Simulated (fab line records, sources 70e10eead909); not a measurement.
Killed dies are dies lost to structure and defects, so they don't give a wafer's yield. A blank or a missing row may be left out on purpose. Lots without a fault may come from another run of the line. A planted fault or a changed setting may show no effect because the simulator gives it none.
One fault seen from 2 desks | flow nand_harc | each desk has only its own numbers; what lay behind them comes last

THE TOOL OWNER'S DESK: pecvd_onon-03
The tool's own readings at NHARC_A_ONON_D1_DEP_00 (target thk 1000 nm): means of the sampled wafers that have a number, for each lot that ran on this tool. A lot is out of limits, marked OUT, if its mean lies more than 4 standard deviations from the usual mean; the brackets give that distance.
Columns: A = nh3_flow_sccm at NHARC_A_ONON_D1_DEP_00, usual 500.1 sccm; B = susceptor_temp_C at NHARC_A_ONON_D1_DEP_00, usual 399.98 C
lot  | first seen here | A     | B
L100 | day 8 20:56     | 500.1 | 399.85
L103 | day 10 06:22    | 502.0 | 399.96
L105 | day 11 02:56    | 500.9 | 400.32
L107 | day 12 02:46    | 499.5 | 400.10
L117 | day 15 23:43    | 498.8 | 399.74
L119 | day 17 04:49    | 502.1 | 399.88
This desk's finding: nothing out of limits on any of the 6 lots.

THE METROLOGY DESK
What the gauges read, lot by lot, whatever tool the lot ran on: means of the sampled wafers that have a number. A lot is out of limits, marked OUT, if its mean lies more than 4 standard deviations from the usual mean; the brackets give that distance.
Columns: A = thk_nm at NHARC_P_BONDPAD_THK_MEAS_20, usual 160.0 nm; B = thk_nm at NHARC_A_ONON_D1_THK_MEAS_02, usual 1002 nm
lot  | first seen here | A     | B
L997 | day 7 02:19     | 160.5 | 999
L999 | day 7 12:42     | 158.4 | 1008
L100 | day 7 21:11     | 159.3 | 984
L101 | day 8 14:01     | 160.8 | 983
L103 | day 9 04:51     | 160.4 | 976
L104 | day 9 17:13     | 160.1 | 1021
L105 | day 10 04:35    | 160.6 | 1000
L107 | day 11 01:44    | 160.4 | 856 (-13) OUT
L115 | day 14 00:16    | 159.1 | 979
L116 | day 14 16:46    | 158.0 | 1018
L117 | day 14 22:46    | 161.6 | 998
L118 | day 15 14:16    | 160.2 | 1003
L119 | day 16 05:44    | 157.7 | 998
This desk's finding: out of limits on L107; first on L107, day 12 03:17 (thk_nm at NHARC_A_ONON_D1_THK_MEAS_02). In limits: L997, L999, L100, L101, L103, L104, L105, L115, L116, L117, L118, L119.

PUT TOGETHER
The metrology desk could have raised an alarm at day 12 03:17, on L107.
The tool owner's desk saw nothing out of limits.
The tool owner's desk has L107 on record, within its limits.
Of the lots named, all ran NHARC_A_ONON_D1_DEP_00 on pecvd_onon-03.

WHAT THE SIMULATOR HAD PUT IN
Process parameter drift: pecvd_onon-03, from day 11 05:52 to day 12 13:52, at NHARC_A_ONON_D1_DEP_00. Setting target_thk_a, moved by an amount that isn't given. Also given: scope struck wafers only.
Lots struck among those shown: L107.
Hours from the fault's start to each desk's first reading out of limits: the metrology desk, 21.
